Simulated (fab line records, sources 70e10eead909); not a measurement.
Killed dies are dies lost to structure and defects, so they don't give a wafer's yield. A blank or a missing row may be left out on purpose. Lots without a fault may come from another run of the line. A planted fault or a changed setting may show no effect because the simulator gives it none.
Chamber matching | flow nand_harc | NHARC_A_CHANNEL_FILL_D1_ETCHBACK_20 on rie_diel-02: 4 sister chambers
The step etches the open film in C4F8/O2/Ar, target depth 27 nm, time 13.5 s. 16 wafers are shown with their chamber, then 8 later ones without.

WAFERS WITH THEIR CHAMBER
wafer  | chamber | rf_vpp_V (V) | oes_product_au (a.u.) | bias_w (W)
L077.1 | 1       | 983          | 0.98                  | 1498
L077.3 | 2       | 976          | 0.99                  | 1505
L077.4 | 0       | 976          | 1.01                  | 1509
L081.1 | 2       | 977          | 0.97                  | 1502
L081.3 | 0       | 978          | 1.01                  | 1501
L081.4 | 2       | 975          | 0.98                  | 1508
L083.2 | 3       | 979          | 0.98                  | 1497
L083.4 | 0       | 978          | 1.00                  | 1494
L083.5 | 1       | 981          | 0.96                  | 1501
L089.3 | 0       | 976          | 1.00                  | 1503
L089.5 | 1       | 982          | 0.98                  | 1505
L089.6 | 2       | 976          | 1.00                  | 1497
L090.4 | 1       | 984          | 0.97                  | 1499
L090.5 | 2       | 976          | 0.99                  | 1498
L090.6 | 1       | 982          | 0.96                  | 1495
L092.2 | 0       | 977          | 0.94                  | 1503

SIGNATURES (means of the wafers above)
reading        | chamber 0 | chamber 1 | chamber 2 | chamber 3 | scatter within a chamber
rf_vpp_V       | 977.00    | 982.40    | 976.00    | 979.00    | 0.966
oes_product_au | 0.9920    | 0.9700    | 0.9860    | 0.9800    | 0.0191
bias_w         | 1502.00   | 1499.60   | 1502.00   | 1497.00   | 4.63
Rule: a wafer's distance from a chamber is the root of the sum, over the readings, of the square of ((its reading less the chamber's mean) divided by the reading's scatter). The wafer belongs to the nearest chamber; if the next one is less than 2 further off, it can't be placed. The scatter: the root of (the sum of the squares of (reading less its chamber's mean) over the shown wafers, divided by (wafers less chambers)).

WAFERS WITHOUT THEIR CHAMBER
wafer  | rf_vpp_V (V) | oes_product_au (a.u.) | bias_w (W)
L092.4 | 983          | 0.91                  | 1504
L092.6 | 979          | 0.91                  | 1500
L095.1 | 983          | 0.90                  | 1503
L095.3 | 977          | 0.92                  | 1505
L095.5 | 977          | 0.92                  | 1500
L097.2 | 980          | 0.97                  | 1504
L097.3 | 977          | 0.98                  | 1501
L097.4 | 977          | 0.99                  | 1496

WHICH CHAMBER EACH WENT THROUGH
wafer  | from the rows above               | in truth
L092.4 | 1                                 | 1
L092.6 | can't be placed: 3 or 1 or 0 or 2 | 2
L095.1 | 1                                 | 1
L095.3 | can't be placed: 2 or 0 or 3      | 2
L095.5 | can't be placed: 2 or 0 or 3      | 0
L097.2 | can't be placed: 3 or 1 or 0      | 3
L097.3 | can't be placed: 0 or 2 or 3      | 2
L097.4 | can't be placed: 0 or 2 or 3      | 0
Placed correctly: 2 of 8. Can't be placed from these rows: 6 (the true chamber is among the candidates in 6). Placed wrongly: 0.
